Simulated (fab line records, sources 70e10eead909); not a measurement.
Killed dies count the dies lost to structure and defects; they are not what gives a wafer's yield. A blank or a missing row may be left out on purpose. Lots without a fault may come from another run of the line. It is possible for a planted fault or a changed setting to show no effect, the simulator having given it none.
Matching of chambers :: flow nandHarc :: NHARC_P_M0_PRE_CLEAN_31 on pecvd-04: 3 sister chambers
The step time 12 s. 6 wafers are shown with their chamber, then 8 later ones without.

== WAFERS, EACH WITH ITS CHAMBER ==
wafer: L094.4
chamber: 0
heaterPowerW (W): 587

wafer: L094.5
chamber: 1
heaterPowerW (W): 653

wafer: L092.1
chamber: 2
heaterPowerW (W): 652

wafer: L092.2
chamber: 1
heaterPowerW (W): 609

wafer: L092.3
chamber: 0
heaterPowerW (W): 596

wafer: L092.4
chamber: 2
heaterPowerW (W): 639

== WAFERS WHOSE CHAMBER IS MISSING ==
wafer: L092.5
heaterPowerW (W): 601

wafer: L092.6
heaterPowerW (W): 609

wafer: L096.1
heaterPowerW (W): 634

wafer: L096.2
heaterPowerW (W): 583

wafer: L096.3
heaterPowerW (W): 602

wafer: L096.4
heaterPowerW (W): 601

wafer: L096.5
heaterPowerW (W): 621

wafer: L096.6
heaterPowerW (W): 611

== WHICH CHAMBER EACH ONE RAN IN ==
wafer: L092.5
from the rows above: can't be placed: 0 or 1 or 2
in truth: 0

wafer: L092.6
from the rows above: can't be placed: 0 or 1 or 2
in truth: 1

wafer: L096.1
from the rows above: can't be placed: 1 or 2
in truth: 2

wafer: L096.2
from the rows above: 0
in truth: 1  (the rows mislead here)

wafer: L096.3
from the rows above: can't be placed: 0 or 1 or 2
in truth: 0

wafer: L096.4
from the rows above: can't be placed: 0 or 1 or 2
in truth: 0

wafer: L096.5
from the rows above: can't be placed: 1 or 2 or 0
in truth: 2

wafer: L096.6
from the rows above: can't be placed: 0 or 1 or 2
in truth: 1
Placed correctly: 0 of 8. These rows do not allow placing 7 (true chamber among the candidates in 7). Number placed wrongly: 1.
How it was worked out, from the rows above alone: a wafer's distance from a chamber is the root of the sum, over the readings, of the square of ((its reading less the chamber's mean) divided by the reading's scatter). If the next closest chamber is less than 2 further off than the closest, the wafer can't be placed; otherwise it belongs to the closest. Each chamber's mean is taken over the wafers shown for it. The scatter is the square root of a quotient: the sum, over the shown wafers, of each reading's squared deviation from its chamber's mean, divided by wafers minus chambers.
